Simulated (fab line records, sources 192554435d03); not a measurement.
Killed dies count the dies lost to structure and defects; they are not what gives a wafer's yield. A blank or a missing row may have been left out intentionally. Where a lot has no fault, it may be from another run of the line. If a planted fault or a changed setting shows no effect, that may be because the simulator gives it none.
fab line records	flow n5-finfet
record lots=24	wafers=72	last-day=18
route steps=1938 shown BEOL_M11@1578 BEOL_M12@1646 BEOL_M13@1659
lots untouched by any fault: they come from a run of this same line in which no faults occurred
start-h: the number of hours between the record's first day and the start of the first shown wafer of the lot	wait-h: hours elapsed since this lot's preceding step	" repeats the value in the row above	L1.1+2: a row that stands for several wafers	- value missing, or start not given	* or withheld: withheld	< > ~ a bound
route shown NAME@n: NAME is a module with steps in the file, n the number in the route of the first one	usual: mean/standard deviation taken from wafers without a fault	same: alike in all rows	chamber/n: place in a boat	sites: readings site by site	_std_site: how widely they spread, as a standard deviation	_edge_site: outer sites' mean less inner sites'	radius-mm: how far each site lies from the wafer's centre	mask NAME#n: copy n	behind: tool/chamber where the wafer was last shaped	hold: why the lot was held/for how many hours/how that ended	device: the transistor (n, p or np) that didn't switch	end of line: tests run on the same wafers once the route is complete	a step without rows: its recipe alone	killed: the dies lost at the first sort to structure and to defects; this is not the yield of the wafer	map: the dies of a wafer, with x for killed, . for not killed, _ for no die there
set.NAME: setting as actually run; set.NAME@STEP: the setting as run at that earlier step	model.NAME: the simulator's own value behind a step, which no gauge read
route steps across a sampled set of lots; one table per step, one row per wafer
services: when a tool's chamber went out of use (start-h, in hours from the record's first day, below 0 if earlier), for how many hours, and the reason
## steps
# step N5_BEOL_M11_TRENCH_ETCH_37
# recipe chemistry=C4F6/O2	target-depth-a=1488.3	target=SiCOH_lowk	time-s=48	ion-energy-ev=250	pressure-mtorr=30	source-w=345	bias-w=185	Ar_flow_sccm=300	C4F6_flow_sccm=10	O2_flow_sccm=10
# usual drypump-motor-current-A=5.7/0.46	oes-product-au=0.80/0.098	rf-vpp-V=666/9.1	showerhead-plenum-p-Torr=2.85/0.12	throttle-valve-pct=20.92/0.23
lot.wafer	tool	chamber	start-h	wait-h	drypump-motor-current-A	oes-product-au	rf-hours-counter-h	rf-vpp-V	showerhead-plenum-p-Torr	throttle-valve-pct
L075.1	rie-diel-06	1	-	-	5.5	0.76	144	672	2.62	20.74
L075.3	"	3	"	"	6.2	0.71	248	660	2.79	21.09
L075.5	"	2	"	"	4.8	0.90	-	665	3.01	20.77
L074.2	rie-diel-06	0	-	-	5.6	0.72	209	661	2.92	21.11
L074.3	"	3	"	"	6.2	0.71	249	660	2.79	21.06
L074.6	"	0	"	"	5.6	0.71	-	661	2.92	21.12
L076.2	rie-diel-06	1	-	-	5.6	0.76	148	672	2.62	20.76
L076.3	"	0	"	"	5.6	0.72	212	661	2.92	21.12
L076.5	"	1	"	"	5.6	0.76	-	673	2.62	20.75
L077.3	rie-diel-06	2	-	-	4.8	0.89	36	664	3.00	20.75
L077.5	"	1	"	"	5.5	0.75	-	673	2.62	20.77
L077.6	"	2	"	"	4.8	0.89	-	663	3.00	20.77
L078.2	rie-diel-01	1	-	-	6.4	0.74	188	669	2.81	21.05
L078.4	"	1	"	"	6.4	0.74	-	670	2.81	21.05
L078.6	"	0	"	"	6.2	0.69	-	663	2.70	21.26
L080.1	rie-diel-06	0	-	-	5.6	0.72	220	661	2.92	21.13
L080.3	"	1	"	"	5.6	0.76	155	673	2.62	20.76
L080.5	"	0	"	"	5.6	0.71	-	660	2.92	21.12
L079.2	rie-diel-04	2	-	-	5.8	0.80	86	649	2.86	20.77
L079.3	"	3	"	"	6.0	0.94	4	663	2.91	20.53
L079.6	"	2	"	"	5.8	0.81	-	650	2.86	20.75
L081.1	rie-diel-04	2	-	-	5.9	0.81	86	648	2.86	20.73
L081.3	"	0	"	"	5.3	0.73	208	682	2.94	21.12
L081.6	"	2	"	"	5.9	0.80	-	649	2.86	20.75
L083.3	rie-diel-04	2	-	-	5.9	0.80	87	647	2.86	20.75
L083.4	"	3	"	"	6.0	0.92	-	663	2.91	20.52
L083.5	"	0	"	"	5.3	0.72	-	682	2.94	21.13
L082.2	rie-diel-06	1	-	-	5.6	0.75	161	672	2.62	20.79
L082.3	"	2	"	"	4.8	0.86	47	664	3.00	20.77
L082.5	"	0	"	"	5.6	0.70	-	661	2.91	21.14
L084.1	rie-diel-04	0	-	-	5.4	0.72	216	683	2.94	21.14
L084.2	"	3	"	"	6.0	0.91	12	664	2.91	20.54
L084.4	"	2	"	"	5.9	0.80	94	647	2.86	20.77
L085.2	rie-diel-06	2	-	-	4.8	0.86	53	664	3.00	20.80
L085.3	"	3	"	"	6.2	0.91	18	660	2.79	20.72
L085.5	"	3	"	"	6.2	0.91	-	660	2.79	20.71
L086.1	rie-diel-01	0	-	-	6.2	0.67	237	662	2.69	21.30
L086.4	"	2	"	"	5.1	0.74	176	664	2.98	21.20
L086.6	"	0	"	"	6.2	0.67	-	663	2.69	21.30
L089.4	rie-diel-04	0	-	-	5.3	0.71	221	683	2.94	21.15
L089.5	"	1	"	"	5.5	1.00	-	676	2.90	21.07
L089.6	"	2	"	"	5.9	0.78	-	649	2.86	20.74
L088.2	rie-diel-06	1	-	-	5.5	0.74	171	671	2.61	20.79
L088.5	"	1	"	"	5.6	0.74	-	672	2.61	20.80
L088.6	"	0	"	"	5.6	0.70	-	662	2.91	21.16
L087.1	rie-diel-06	3	-	-	6.1	0.90	23	658	2.78	20.70
L087.4	"	0	"	"	5.6	0.69	236	662	2.91	21.16
L087.5	"	3	"	"	6.2	0.90	-	658	2.78	20.72
L091.1	rie-diel-06	3	-	-	6.1	0.90	24	659	2.78	20.72
L091.3	"	0	"	"	5.6	0.69	237	660	2.91	21.17
L091.5	"	2	"	"	4.8	0.85	-	664	2.99	20.80
L090.1	rie-diel-01	3	-	-	5.9	0.95	14	682	2.81	20.61
L090.2	"	2	"	"	5.1	0.72	181	665	2.98	21.22
L090.6	"	0	"	"	6.2	0.67	-	664	2.69	21.30
L092.1	rie-diel-06	0	-	-	5.6	0.70	243	661	2.91	21.17
L092.2	"	2	"	"	4.8	0.85	64	663	2.99	20.79
L092.6	"	1	"	"	5.6	0.73	-	674	2.61	20.80
L094.1	rie-diel-04	3	-	-	6.0	0.87	25	664	2.90	20.55
L094.5	"	2	"	"	5.9	0.78	-	648	2.85	20.79
L094.6	"	3	"	"	6.0	0.88	-	662	2.90	20.55
L093.1	rie-diel-01	1	-	-	6.4	0.72	217	669	2.80	21.09
L093.4	"	3	"	"	5.9	0.93	20	681	2.81	20.62
L093.5	"	3	"	"	5.9	0.93	-	680	2.81	20.62
L095.1	rie-diel-04	1	-	-	5.4	0.96	19	678	2.89	21.11
L095.2	"	0	"	"	5.3	0.70	237	682	2.93	21.18
L095.4	"	2	"	"	5.9	0.77	115	648	2.85	20.80
L096.2	rie-diel-01	2	-	-	5.1	0.72	194	663	2.97	21.25
L096.3	"	3	"	"	6.0	0.92	27	682	2.80	20.63
L096.5	"	3	"	"	6.0	0.92	-	682	2.80	20.63
L097.1	rie-diel-01	0	-	-	6.2	0.96	2	674	3.02	20.90
L097.3	"	3	"	"	5.9	0.91	31	681	2.80	20.63
L097.5	"	0	"	"	6.2	0.96	-	674	3.02	20.91
# step N5_BEOL_M11_CURE_72
# recipe temp-c=370	time-s=120	ambient=DMADMS/He	material=SiCOH_lowk
# usual lamp-power-pct=52.32/0.055	wafer_temp_C_max=372.1/0.91
lot.wafer	tool	chamber	start-h	wait-h	lamp-power-pct	wafer_temp_C_max
L075.1	uv-cure-02	0	237.76	0.0	52.31	372.1
L075.3	"	0	"	"	52.39	371.8
L075.5	"	0	"	"	52.16	371.7
L074.2	uv-cure-03	1	238.98	0.1	52.38	372.6
L074.3	"	1	"	"	52.33	371.9
L074.6	"	1	"	"	52.31	371.7
L076.2	uv-cure-02	2	247.99	0.1	52.33	373.5
L076.3	"	2	"	"	52.31	373.8
L076.5	"	2	"	"	52.28	373.0
L077.3	uv-cure-02	2	259.19	0.1	52.37	373.3
L077.5	"	2	"	"	52.34	373.6
L077.6	"	2	"	"	52.24	373.6
L078.2	uv-cure-03	0	266.31	0.1	52.38	372.2
L078.4	"	0	"	"	52.33	372.3
L078.6	"	0	"	"	52.42	371.9
L080.1	uv-cure-01	2	273.77	0.0	52.42	372.8
L080.3	"	2	"	"	52.35	372.5
L080.5	"	2	"	"	52.38	371.8
L079.2	uv-cure-02	1	283.63	0.1	52.34	371.4
L079.3	"	1	"	"	52.30	370.9
L079.6	"	1	"	"	52.39	371.6
L081.1	uv-cure-03	0	284.05	0.0	52.30	372.3
L081.3	"	0	"	"	52.28	371.7
L081.6	"	0	"	"	52.29	371.8
L083.3	uv-cure-02	1	286.53	0.1	52.33	371.3
L083.4	"	1	"	"	52.27	371.4
L083.5	"	1	"	"	52.27	371.4
L082.2	uv-cure-02	0	293.24	0.1	52.33	371.3
L082.3	"	0	"	"	52.36	371.6
L082.5	"	0	"	"	52.29	371.4
L084.1	uv-cure-02	2	306.57	0.3	52.30	375.9
L084.2	"	2	"	"	52.35	373.1
L084.4	"	2	"	"	52.35	373.2
L085.2	uv-cure-01	1	310.54	0.1	52.25	370.6
L085.3	"	1	"	"	52.33	371.0
L085.5	"	1	"	"	52.29	371.1
L086.1	uv-cure-03	1	310.80	0.0	52.36	372.3
L086.4	"	1	"	"	52.32	372.0
L086.6	"	1	"	"	52.23	371.8
L089.4	uv-cure-03	1	321.11	0.3	52.30	372.0
L089.5	"	1	"	"	52.25	371.6
L089.6	"	1	"	"	52.31	371.9
L088.2	uv-cure-03	0	322.89	0.1	52.30	372.1
L088.5	"	0	"	"	52.44	373.0
L088.6	"	0	"	"	52.33	372.5
L087.1	uv-cure-02	0	327.21	0.0	52.27	371.4
L087.4	"	0	"	"	52.39	371.6
L087.5	"	0	"	"	52.30	371.8
L091.1	uv-cure-03	2	329.66	0.0	52.25	372.6
L091.3	"	2	"	"	52.32	372.1
L091.5	"	2	"	"	52.45	372.0
L090.1	uv-cure-03	2	330.41	0.0	52.34	373.4
L090.2	"	2	"	"	52.32	372.4
L090.6	"	2	"	"	52.25	372.0
L092.1	uv-cure-02	1	346.77	0.0	52.24	371.7
L092.2	"	1	"	"	52.37	371.4
L092.6	"	1	"	"	52.31	372.0
L094.1	uv-cure-02	1	347.07	0.2	52.36	371.2
L094.5	"	1	"	"	52.26	371.8
L094.6	"	1	"	"	52.37	370.9
L093.1	uv-cure-01	2	348.47	0.0	52.32	371.6
L093.4	"	2	"	"	52.29	371.8
L093.5	"	2	"	"	52.42	372.0
L095.1	uv-cure-02	0	368.05	0.0	52.28	371.5
L095.2	"	0	"	"	52.32	371.3
L095.4	"	0	"	"	52.34	370.9
L096.2	uv-cure-01	1	368.46	0.1	52.36	371.1
L096.3	"	1	"	"	52.31	371.6
L096.5	"	1	"	"	52.33	371.5
L097.1	uv-cure-02	2	383.30	0.5	52.27	373.9
L097.3	"	2	"	"	52.27	373.4
L097.5	"	2	"	"	52.25	374.3
# step N5_BEOL_M11_DEGAS_44
# recipe ambient=vacuum	temp-c=250	time-s=60
# usual heater-power-w=332/39
lot.wafer	tool	chamber	start-h	wait-h	heater-power-w
L075.1	pvd-sputter-01	-	238.14	0.3	353
L075.3	"	-	"	"	271
L075.5	"	-	"	"	368
L074.2	pvd-sputter-02	-	239.42	0.4	316
L074.3	"	-	"	"	307
L074.6	"	-	"	"	364
L076.2	pvd-sputter-03	-	248.36	0.3	340
L076.3	"	-	"	"	369
L076.5	"	-	"	"	337
L077.3	pvd-sputter-01	-	259.43	0.2	386
L077.5	"	-	"	"	389
L077.6	"	-	"	"	361
L078.2	pvd-sputter-03	-	266.58	0.2	338
L078.4	"	-	"	"	348
L078.6	"	-	"	"	354
L080.1	pvd-sputter-03	-	274.41	0.6	362
L080.3	"	-	"	"	358
L080.5	"	-	"	"	376
L079.2	pvd-sputter-02	-	284.02	0.3	303
L079.3	"	-	"	"	317
L079.6	"	-	"	"	273
L081.1	pvd-sputter-03	-	284.37	0.3	378
L081.3	"	-	"	"	331
L081.6	"	-	"	"	348
L083.3	pvd-sputter-01	-	286.87	0.3	275
L083.4	"	-	"	"	356
L083.5	"	-	"	"	391
L082.2	pvd-sputter-02	-	294.01	0.7	360
L082.3	"	-	"	"	315
L082.5	"	-	"	"	257
L084.1	pvd-sputter-01	-	306.92	0.3	374
L084.2	"	-	"	"	287
L084.4	"	-	"	"	345
L085.2	pvd-sputter-03	-	310.81	0.2	361
L085.3	"	-	"	"	352
L085.5	"	-	"	"	340
L086.1	pvd-sputter-02	-	312.72	1.9	264
L086.4	"	-	"	"	328
L086.6	"	-	"	"	270
L089.4	pvd-sputter-01	-	321.53	0.3	361
L089.5	"	-	"	"	378
L089.6	"	-	"	"	278
L088.2	pvd-sputter-02	-	323.41	0.4	362
L088.5	"	-	"	"	324
L088.6	"	-	"	"	365
L087.1	pvd-sputter-02	-	329.34	2.1	326
L087.4	"	-	"	"	364
L087.5	"	-	"	"	365
L091.1	pvd-sputter-01	-	330.29	0.5	378
L091.3	"	-	"	"	274
L091.5	"	-	"	"	384
L090.1	pvd-sputter-03	-	331.85	1.3	348
L090.2	"	-	"	"	341
L090.6	"	-	"	"	336
L092.1	pvd-sputter-02	-	347.09	0.3	260
L092.2	"	-	"	"	310
L092.6	"	-	"	"	266
L094.1	pvd-sputter-03	-	347.45	0.3	360
L094.5	"	-	"	"	367
L094.6	"	-	"	"	339
L093.1	pvd-sputter-02	-	349.43	0.9	260
L093.4	"	-	"	"	304
L093.5	"	-	"	"	267
L095.1	pvd-sputter-02	-	368.42	0.3	265
L095.2	"	-	"	"	301
L095.4	"	-	"	"	326
L096.2	pvd-sputter-01	-	368.77	0.3	277
L096.3	"	-	"	"	375
L096.5	"	-	"	"	386
L097.1	pvd-sputter-02	-	383.74	0.4	317
L097.3	"	-	"	"	359
L097.5	"	-	"	"	269
# step N5_BEOL_M12_DEGAS_41
# recipe ambient=vacuum	temp-c=250	time-s=60
# usual heater-power-w=332/41
lot.wafer	tool	chamber	start-h	wait-h	heater-power-w
L075.1	pvd-sputter-03	-	248.44	0.4	367
L075.3	"	-	"	"	346
L075.5	"	-	"	"	343
L074.2	pvd-sputter-03	-	249.16	0.3	366
L074.3	"	-	"	"	352
L074.6	"	-	"	"	341
L076.2	pvd-sputter-02	-	259.68	0.2	260
L076.3	"	-	"	"	364
L076.5	"	-	"	"	302
L077.3	pvd-sputter-01	-	270.08	0.2	383
L077.5	"	-	"	"	374
L077.6	"	-	"	"	272
L078.2	pvd-sputter-03	-	275.25	0.5	338
L078.4	"	-	"	"	372
L078.6	"	-	"	"	349
L080.1	pvd-sputter-02	-	279.12	0.3	264
L080.3	"	-	"	"	301
L080.5	"	-	"	"	266
L079.2	pvd-sputter-01	-	291.87	0.4	351
L079.3	"	-	"	"	380
L079.6	"	-	"	"	347
L081.1	pvd-sputter-02	-	293.41	1.5	253
L081.3	"	-	"	"	369
L081.6	"	-	"	"	354
L083.3	pvd-sputter-02	-	294.21	0.0	265
L083.4	"	-	"	"	323
L083.5	"	-	"	"	319
L082.2	pvd-sputter-01	-	303.20	0.1	399
L082.3	"	-	"	"	277
L082.5	"	-	"	"	277
L084.1	pvd-sputter-01	-	313.26	0.2	372
L084.2	"	-	"	"	281
L084.4	"	-	"	"	391
L085.2	pvd-sputter-02	-	317.90	0.2	373
L085.3	"	-	"	"	255
L085.5	"	-	"	"	257
L086.1	pvd-sputter-01	-	321.11	0.8	279
L086.4	"	-	"	"	352
L086.6	"	-	"	"	281
L089.4	pvd-sputter-02	-	329.72	0.3	309
L089.5	"	-	"	"	257
L089.6	"	-	"	"	313
L088.2	pvd-sputter-02	-	330.04	0.3	314
L088.5	"	-	"	"	321
L088.6	"	-	"	"	263
L087.1	pvd-sputter-01	-	335.40	0.2	276
L087.4	"	-	"	"	382
L087.5	"	-	"	"	359
L091.1	pvd-sputter-02	-	335.53	0.2	320
L091.3	"	-	"	"	267
L091.5	"	-	"	"	266
L090.1	pvd-sputter-03	-	337.34	0.8	347
L090.2	"	-	"	"	339
L090.6	"	-	"	"	352
L092.1	pvd-sputter-01	-	357.93	0.6	368
L092.2	"	-	"	"	354
L092.6	"	-	"	"	363
L094.1	pvd-sputter-01	-	358.43	0.5	272
L094.5	"	-	"	"	352
L094.6	"	-	"	"	391
L093.1	pvd-sputter-01	-	358.83	0.3	279
L093.4	"	-	"	"	376
L093.5	"	-	"	"	392
L095.1	pvd-sputter-03	-	376.03	0.2	366
L095.2	"	-	"	"	328
L095.4	"	-	"	"	355
L096.2	pvd-sputter-02	-	376.03	0.1	321
L096.3	"	-	"	"	368
L096.5	"	-	"	"	354
L097.1	pvd-sputter-02	-	392.22	0.2	304
L097.3	"	-	"	"	259
L097.5	"	-	"	"	262
# step N5_BEOL_M12_ANNEAL_48
# recipe temp-c=225	time-s=90	ambient=N2
# usual wafer_temp_C_max=225.71/0.29
lot.wafer	tool	chamber	start-h	wait-h	wafer_temp_C_max
L075.1	rtp-anneal-01	0	249.62	0.8	225.57
L075.3	"	0	"	"	225.40
L075.5	"	0	"	"	225.85
L074.2	rtp-anneal-01	0	250.39	0.8	225.27
L074.3	"	0	"	"	225.86
L074.6	"	0	"	"	225.48
L076.2	rtp-anneal-01	0	260.26	0.2	225.24
L076.3	"	0	"	"	225.43
L076.5	"	0	"	"	225.10
L077.3	rtp-anneal-01	0	270.67	0.2	225.42
L077.5	"	0	"	"	226.07
L077.6	"	0	"	"	225.37
L078.2	rtp-anneal-02	0	275.89	0.2	226.04
L078.4	"	0	"	"	225.85
L078.6	"	0	"	"	225.84
L080.1	rtp-anneal-02	0	279.62	0.1	225.81
L080.3	"	0	"	"	225.53
L080.5	"	0	"	"	225.93
L079.2	rtp-anneal-02	0	292.41	0.1	225.92
L079.3	"	0	"	"	225.97
L079.6	"	0	"	"	225.92
L081.1	rtp-anneal-01	0	293.91	0.1	225.39
L081.3	"	0	"	"	225.26
L081.6	"	0	"	"	225.56
L083.3	rtp-anneal-01	0	294.80	0.2	225.69
L083.4	"	0	"	"	225.93
L083.5	"	0	"	"	225.68
L082.2	rtp-anneal-01	0	303.75	0.1	225.52
L082.3	"	0	"	"	225.70
L082.5	"	0	"	"	225.79
L084.1	rtp-anneal-01	0	314.56	0.9	225.63
L084.2	"	0	"	"	225.60
L084.4	"	0	"	"	225.66
L085.2	rtp-anneal-01	0	318.46	0.2	225.60
L085.3	"	0	"	"	225.59
L085.5	"	0	"	"	225.81
L086.1	rtp-anneal-02	0	321.61	0.1	225.70
L086.4	"	0	"	"	226.32
L086.6	"	0	"	"	225.82
L089.4	rtp-anneal-01	0	330.36	0.2	225.73
L089.5	"	0	"	"	225.67
L089.6	"	0	"	"	225.48
L088.2	rtp-anneal-01	0	330.59	0.1	225.47
L088.5	"	0	"	"	225.41
L088.6	"	0	"	"	225.37
L087.1	rtp-anneal-02	0	335.91	0.1	226.42
L087.4	"	0	"	"	226.04
L087.5	"	0	"	"	226.04
L091.1	rtp-anneal-01	0	336.03	0.1	225.60
L091.3	"	0	"	"	225.67
L091.5	"	0	"	"	225.63
L090.1	rtp-anneal-02	0	337.87	0.1	225.96
L090.2	"	0	"	"	225.47
L090.6	"	0	"	"	226.04
L092.1	rtp-anneal-01	0	358.43	0.1	225.66
L092.2	"	0	"	"	225.84
L092.6	"	0	"	"	225.52
L094.1	rtp-anneal-01	0	358.93	0.1	225.81
L094.5	"	0	"	"	225.51
L094.6	"	0	"	"	225.58
L093.1	rtp-anneal-02	0	359.33	0.1	225.94
L093.4	"	0	"	"	226.64
L093.5	"	0	"	"	225.87
L096.2	rtp-anneal-01	0	376.84	0.4	225.62
L096.3	"	0	"	"	225.70
L096.5	"	0	"	"	225.33
L095.1	rtp-anneal-02	0	376.89	0.4	226.00
L095.2	"	0	"	"	226.36
L095.4	"	0	"	"	226.12
L097.1	rtp-anneal-02	0	392.81	0.2	225.67
L097.3	"	0	"	"	225.83
L097.5	"	0	"	"	225.71
# step N5_BEOL_M13_ILD_DEP_00
# recipe material=SiOC	target-thk-a=8379.2	temp-c=350	precursor=DEMS/O2	pressure-torr=5	rf-w=500	time-s=166.4
# usual heater-power-w=467/61	showerhead-plenum-p-Torr=5.694/0.015	throttle-valve-pct=11.6/0.71
lot.wafer	tool	chamber	start-h	wait-h	heater-power-w	showerhead-plenum-p-Torr	throttle-valve-pct
L075.1	pecvd-04	0	250.40	0.0	543	5.687	11.4
L075.3	"	1	"	"	466	5.712	12.4
L075.5	"	0	"	"	436	5.695	11.4
L074.2	pecvd-04	2	251.14	0.0	404	5.694	10.7
L074.3	"	0	"	"	451	5.688	11.1
L074.6	"	2	"	"	420	5.717	11.4
L076.2	pecvd-04	0	260.99	0.0	547	5.692	11.1
L076.3	"	1	"	"	453	5.716	12.4
L076.5	"	0	"	"	430	5.687	11.1
L077.3	pecvd-03	0	271.36	0.0	527	5.720	13.3
L077.5	"	0	"	"	524	5.713	13.2
L077.6	"	1	"	"	411	5.726	11.0
L078.2	pecvd-01	1	276.64	0.0	514	5.692	11.4
L078.4	"	1	"	"	557	5.669	11.5
L078.6	"	2	"	"	546	5.698	11.2
L080.1	pecvd-03	1	280.40	0.0	427	5.702	11.0
L080.3	"	0	"	"	488	5.722	13.0
L080.5	"	0	"	"	535	5.731	13.0
L079.2	pecvd-01	0	293.16	0.0	570	5.659	11.0
L079.3	"	2	"	"	524	5.684	10.9
L079.6	"	0	"	"	566	5.679	10.9
L081.1	pecvd-04	0	294.69	0.0	532	5.694	11.1
L081.3	"	1	"	"	395	5.706	12.5
L081.6	"	1	"	"	442	5.703	12.8
L083.3	pecvd-04	0	295.49	0.0	541	5.678	11.2
L083.4	"	2	"	"	438	5.692	11.1
L083.5	"	1	"	"	442	5.708	12.6
L082.2	pecvd-03	0	304.48	0.0	526	5.713	13.2
L082.3	"	1	"	"	452	5.696	11.4
L082.5	"	1	"	"	358	5.697	11.5
L084.1	pecvd-03	2	315.34	0.0	397	5.693	11.5
L084.2	"	0	"	"	526	5.724	13.3
L084.4	"	2	"	"	419	5.681	12.0
L085.2	pecvd-03	0	319.20	0.0	516	5.730	13.2
L085.3	"	1	"	"	421	5.715	11.4
L085.5	"	1	"	"	455	5.713	11.2
L086.1	pecvd-01	1	322.42	0.0	540	5.685	11.7
L086.4	"	1	"	"	448	5.687	11.6
L086.6	"	2	"	"	549	5.685	11.2
L089.4	pecvd-04	2	331.07	0.1	453	5.690	10.9
L089.5	"	2	"	"	361	5.691	10.9
L089.6	"	0	"	"	428	5.689	11.2
L088.2	pecvd-04	0	331.33	0.0	452	5.688	11.3
L088.5	"	0	"	"	517	5.688	11.1
L088.6	"	2	"	"	357	5.704	11.0
L087.1	pecvd-01	1	336.71	0.0	455	5.680	11.3
L087.4	"	0	"	"	467	5.675	11.0
L087.5	"	2	"	"	442	5.685	11.0
L091.1	pecvd-04	0	336.81	0.0	539	5.685	11.2
L091.3	"	2	"	"	417	5.692	11.0
L091.5	"	2	"	"	439	5.698	11.0
L090.1	pecvd-03	0	338.65	0.0	534	5.729	13.1
L090.2	"	1	"	"	422	5.698	11.3
L090.6	"	0	"	"	447	5.733	13.1
L092.1	pecvd-01	0	359.21	0.0	509	5.668	11.0
L092.2	"	2	"	"	531	5.697	11.1
L092.6	"	0	"	"	544	5.661	11.0
L094.1	pecvd-03	2	359.72	0.0	407	5.690	11.9
L094.5	"	2	"	"	327	5.674	11.6
L094.6	"	0	"	"	511	5.715	13.2
L093.1	pecvd-01	1	360.11	0.0	474	5.691	11.7
L093.4	"	2	"	"	499	5.704	11.2
L093.5	"	1	"	"	503	5.685	11.5
L096.2	pecvd-04	0	377.59	0.0	470	5.686	11.6
L096.3	"	1	"	"	456	5.696	12.5
L096.5	"	0	"	"	505	5.676	11.3
L095.1	pecvd-01	0	377.68	0.0	571	5.679	11.2
L095.2	"	1	"	"	490	5.678	11.5
L095.4	"	1	"	"	525	5.689	11.5
L097.1	pecvd-03	2	393.62	0.0	409	5.696	11.8
L097.3	"	1	"	"	376	5.695	11.3
L097.5	"	1	"	"	422	5.703	11.0
## services
tool	chamber	start-h	hours	kind
uv-cure-02	-	213.58	11.4	repair
uv-cure-03	-	219.99	14.6	pm
uv-cure-01	-	238.22	2.1	pm
rie-diel-01	2	244.51	16.5	repair
pvd-sputter-03	-	254.06	7.5	repair
uv-cure-01	-	262.91	1.0	pm
uv-cure-02	-	282.70	0.8	repair
rie-diel-06	0	287.07	4.0	repair
rie-diel-01	1	288.75	1.8	repair
uv-cure-02	-	290.68	1.0	pm
pecvd-03	0	319.47	18.6	repair
rie-diel-01	2	333.70	4.4	repair
rtp-anneal-01	-	337.16	3.7	pm
uv-cure-03	-	338.82	4.3	pm
rie-diel-01	3	341.29	5.2	repair
uv-cure-01	-	343.16	1.2	repair
pecvd-01	-	348.71	0.8	repair
pvd-sputter-01	-	351.60	5.5	repair
rie-diel-01	1	352.93	1.8	repair
rie-diel-04	1	357.76	5.1	repair
uv-cure-02	-	373.22	2.8	pm
uv-cure-03	-	381.51	3.1	repair
rie-diel-06	2	387.16	5.1	repair
rie-diel-06	1	390.05	9.0	repair
## key
fault none
